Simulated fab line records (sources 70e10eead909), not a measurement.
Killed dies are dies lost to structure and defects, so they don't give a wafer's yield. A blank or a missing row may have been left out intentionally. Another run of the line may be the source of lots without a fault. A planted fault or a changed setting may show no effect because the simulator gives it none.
A lot that was struck, set against a sound lot | flow nand-harc | 39 steps out of a route of 1302
Sound: these wafers, L463.1, L463.2, L463.3. Struck: wafer L478.6 (left out: L478.1, a lot-mate that was not struck); the cause follows at the end.
At each step with rows: each side's tool, then ch and its chambers, then its first start. Under that, the readings that differ: sound wafers | struck wafers | difference of the means | sigmas: that difference in standard deviations of wafers without a fault.
alike: readings whose means differ by less than 2 such deviations, and words and numbers that are the same on both sides. not compared: withheld readings, readings that some wafer has no value for, bounds like >300 that may hide the same value, and numbers for which the record gives no deviation and whose values overlap.
Wherever a step has rows on one side only, a row that says differs or no value, or a row with sigmas, the two part there. Non-overlapping numbers with no deviation appear without sigmas and do not part them. A reading missing from all wafers of one side parts the sides only when that side holds two or more wafers.

first, 10 steps without rows for these wafers: NHARC_A_CHANNEL_HOLE_D1_DEP_00 (deposits aC, target thk 3100 nm); NHARC_A_CHANNEL_HOLE_D1_DEP_01 (deposits SiON, target thk 140 nm); NHARC_A_CHANNEL_HOLE_D1_DEHYDRATE_02 (time 120 s); NHARC_A_CHANNEL_HOLE_D1_HMDS_03 (time 30 s); NHARC_A_CHANNEL_HOLE_D1_COAT_36 (time 75 s); NHARC_A_CHANNEL_HOLE_D1_COAT_37 (time 65 s); NHARC_A_CHANNEL_HOLE_D1_COAT_04 (resist thk 90 nm); NHARC_A_CHANNEL_HOLE_D1_SOFTBAKE_05 (time 55 s); NHARC_A_CHANNEL_HOLE_D1_EBR_06; NHARC_A_CHANNEL_HOLE_D1_EXPOSE_07 (exposes mask HOLE D1, target cd 100 nm).
NHARC_A_CHANNEL_HOLE_D1_PEB_08: peb time 65 s.
  sound on litho-track-06 ch 0, day 9 05:50; struck on litho-track-06 ch 0, day 15 14:07
  alike: heater-power-total-W
then, 1 step without rows for these wafers: NHARC_A_CHANNEL_HOLE_D1_DEVELOP_09 (develop time 35 s).
NHARC_A_CHANNEL_HOLE_D1_CD_MEAS_10: the cd target is 100 nm.
  sound on cd-sem-02 ch 0, day 9 05:55; struck on cd-sem-03 ch 0, day 15 14:11
  reading    | sound            | struck | difference | sigmas
  cd-nm (nm) | 100.2 100.3 99.9 | 116.2  | +16.1      | +39
NHARC_A_CHANNEL_HOLE_D1_DESCUM_15: chemistry O2, time 3 s.
  sound on rie-diel-07 ch 1,2,3, day 9 06:07; struck on rie-diel-12 ch 0, day 15 14:23
  reading                            | sound             | struck | difference | sigmas
  model.A_CHANNEL_HOLE_D1.cd-nm (nm) | 100.3 100.9 100.1 | 116.2  | +15.8      |
  alike: drypump-motor-current-A, oes-product-au, rf-vpp-V, showerhead-plenum-p-Torr, throttle-valve-pct
  not compared: rf-hours-counter-h
then, 4 steps without rows for these wafers: NHARC_A_CHANNEL_HOLE_D1_ETCH_38 (etches the open film in CF4, target depth 39 nm, time 65 s); NHARC_A_CHANNEL_HOLE_D1_ETCH_39 (etches the open film in N2/H2, target depth 260 nm, time 325 s); NHARC_A_CHANNEL_HOLE_D1_ETCH_34 (etches the open film in CF4/CHF3, target depth 154 nm, time 77 s); NHARC_A_CHANNEL_HOLE_D1_ETCH_16 (etches the open film in O2/COS, target depth 3100 nm, time 806 s).
NHARC_A_CHANNEL_HOLE_D1_CD_MEAS_18:
  sound: cd-sem-01 at day 9 07:13; struck: cd-sem-01 at day 15 15:57
  reading    | sound            | struck | difference | sigmas
  cd-nm (nm) | 101.8 100.7 98.4 | 115.6  | +15.3      | +11
then, 12 steps without rows for these wafers: NHARC_A_CHANNEL_HOLE_D1_ETCH_19 (etches the open film in C4F8/O2/Ar, time 34.5 s); NHARC_A_CHANNEL_HOLE_D1_ETCH_20 (etches the open film in C4F8/O2/Ar, time 361.9 s, target depth 1600 nm); NHARC_A_CHANNEL_HOLE_D1_ETCH_21 (etches the open film in C4F8/O2/Ar, time 514.3 s, target depth 1600 nm); NHARC_A_CHANNEL_HOLE_D1_ETCH_22 (etches the open film in C4F8/O2/Ar, time 666.7 s, target depth 1600 nm); NHARC_A_CHANNEL_HOLE_D1_ETCH_23 (etches the open film in C4F8/O2/Ar, time 819 s, target depth 1600 nm); NHARC_A_CHANNEL_HOLE_D1_ETCH_24 (etches the open film in C4F8/O2/Ar, time 906.2 s, target depth 1500 nm); NHARC_A_CHANNEL_HOLE_D1_ETCH_25 (etches the open film in C4F8/O2/Ar, time 1040.2 s, target depth 1500 nm); NHARC_A_CHANNEL_HOLE_D1_ETCH_26 (etches the open film in C4F8/O2/Ar, time 224.1 s, target depth 300 nm); NHARC_A_CHANNEL_HOLE_D1_ETCH_33 (etches the open film in C4F8/O2/Ar, time 90 s, target depth 400 nm); NHARC_A_CHANNEL_HOLE_D1_STRIP_41 (strips in N2/H2); NHARC_A_CHANNEL_HOLE_D1_STRIP_42 (strips in CF4/CHF3); NHARC_A_CHANNEL_HOLE_D1_STRIP_43 (strips in O2/COS).
NHARC_A_CHANNEL_HOLE_D1_ETCH_44: etches the open film in CF4/O2, target depth 140 nm, overetch 14 nm, time 77 s.
  sound on rie-diel-12 ch 1,2,3, day 9 14:23; struck on rie-diel-08 ch 1, day 15 20:55
  reading                            | sound             | struck | difference | sigmas
  model.A_CHANNEL_HOLE_D1.cd-nm (nm) | 90.38 90.88 90.67 | 105.5  | +14.9      |
  alike: drypump-motor-current-A, oes-product-au, rf-vpp-V, showerhead-plenum-p-Torr, throttle-valve-pct
  not compared: rf-hours-counter-h
then, 3 steps without rows for these wafers: NHARC_A_CHANNEL_HOLE_D1_STRIP_27 (strips in O2); NHARC_A_CHANNEL_HOLE_D1_PRECLEAN_28 (cleans in SC1); NHARC_A_CHANNEL_HOLE_D1_SRD_29.
NHARC_A_CHANNEL_HOLE_D1_CD_MEAS_30:
  sound: cd-sem-03 at day 9 15:11; struck: cd-sem-03 at day 15 21:43
  reading    | sound          | struck | difference | sigmas
  cd-nm (nm) | 90.9 91.1 90.5 | 105.1  | +14.3      | +16
NHARC_A_CHANNEL_HOLE_D1_XSEM_31:
  sound on xsem-02 ch 0, day 9 15:17; struck on xsem-01 ch 0, day 15 21:48
  reading        | sound          | struck | difference | sigmas
  bot-cd-nm (nm) | 76.2 77.0 75.7 | 88.7   | +12.4      | +12
  bow-nm (nm)    | 8.54 8.59 8.50 | 9.23   | +0.69      | +2
  alike: tilt-deg
-- jump in the record: it breaks off in module A_CHANNEL_HOLE_D1 and resumes in module END (first step shown: number 1301 of the route), and 15 days separate the struck wafers' starts before and after --
NHARC_END_WLT_00:
  sound: prober-02 at day 24 15:19; struck: prober-01 at day 31 02:00
  reading                           | sound             | struck | difference | sigmas
  VT_DECK1_BOTTOM                   | 0.879 0.872 0.879 | 0.911  | +0.034     | +6
  VT_DECK1_BOTTOM_INNER             | 0.877 0.876 0.871 | 0.903  | +0.028     | +5
  VT_DECK1_MEDIAN_NEAR_BOTTOM       | 0.882 0.883 0.877 | 0.898  | +0.017     | +3
  VT_DECK1_MEDIAN_NEAR_BOTTOM_INNER | 0.871 0.878 0.871 | 0.907  | +0.034     | +6
  VT_DECK1_MIDDLE                   | 0.886 0.880 0.893 | 0.924  | +0.038     | +6
  VT_DECK1_MIDDLE_INNER             | 0.890 0.887 0.890 | 0.915  | +0.026     | +4
  VT_DECK1_TOP                      | 0.905 0.902 0.896 | 0.923  | +0.022     | +4
  VT_DECK1_TOP_INNER                | 0.898 0.901 0.902 | 0.933  | +0.033     | +5
  VT_DECK2_BOTTOM                   | 0.870 0.885 0.880 | 0.859  | -0.019     | -2
  VT_DECK2_TOP                      | 0.904 0.899 0.898 | 0.885  | -0.015     | -2
  alike: VT_DECK2_BOTTOM_INNER, VT_DECK2_MEDIAN_NEAR_BOTTOM, VT_DECK2_MEDIAN_NEAR_BOTTOM_INNER, VT_DECK2_MIDDLE, VT_DECK2_MIDDLE_INNER, VT_DECK2_TOP_INNER
NHARC_END_SORT_01:
  here the record holds rows for the struck wafers (prober-01 ch 0, day 31 06:29) but none for the sound ones

== WHERE THEY PART ==
First at NHARC_A_CHANNEL_HOLE_D1_CD_MEAS_10; last, within this record, at NHARC_END_SORT_01.

WHY: what had been put in by the simulator
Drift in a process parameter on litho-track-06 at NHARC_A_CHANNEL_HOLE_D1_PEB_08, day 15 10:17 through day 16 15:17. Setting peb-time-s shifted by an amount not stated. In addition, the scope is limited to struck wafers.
